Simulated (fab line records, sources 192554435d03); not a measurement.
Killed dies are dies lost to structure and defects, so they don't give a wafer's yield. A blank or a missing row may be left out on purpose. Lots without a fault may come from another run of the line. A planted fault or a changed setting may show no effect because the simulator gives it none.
Chamber matching | flow n5_finfet | N5_BEOL_M9_STRIP_36 on rie_diel-03: 4 sister chambers
The step strips in N2/H2. 8 wafers are shown with their chamber, then 7 later ones without.

WAFERS WITH THEIR CHAMBER
wafer  | chamber | showerhead_plenum_p_Torr (Torr) | drypump_motor_current_A (A)
L080.3 | 2       | 2.58                            | 5.3
L081.2 | 1       | 2.43                            | 5.7
L081.5 | 0       | 2.60                            | 5.7
L083.2 | 3       | 2.52                            | 5.0
L083.4 | 3       | 2.52                            | 5.0
L083.6 | 0       | 2.60                            | 5.6
L086.2 | 1       | 2.42                            | 5.7
L086.3 | 2       | 2.58                            | 5.3

WAFERS WITHOUT THEIR CHAMBER
wafer  | showerhead_plenum_p_Torr (Torr) | drypump_motor_current_A (A)
L086.5 | 2.42                            | 5.7
L085.1 | 2.58                            | 5.3
L085.2 | 2.51                            | 5.0
L085.5 | 2.60                            | 5.6
L094.2 | 2.42                            | 5.7
L094.4 | 2.59                            | 5.6
L094.5 | 2.42                            | 5.7

WHICH CHAMBER EACH WENT THROUGH
wafer  | from the rows above | in truth
L086.5 | 1                   | 1
L085.1 | 2                   | 2
L085.2 | 3                   | 3
L085.5 | 0                   | 0
L094.2 | 1                   | 1
L094.4 | 0                   | 0
L094.5 | 1                   | 1
Placed correctly: 7 of 7. Can't be placed from these rows: 0. Placed wrongly: 0.
How it was worked out, from the rows above alone: a wafer's distance from a chamber is the root of the sum, over the readings, of the square of ((its reading less the chamber's mean) divided by the reading's scatter). The wafer belongs to the nearest chamber; if the next one is less than 2 further off, it can't be placed. A chamber's mean is the mean of its shown wafers. The scatter: the root of (the sum of the squares of (reading less its chamber's mean) over the shown wafers, divided by (wafers less chambers)).
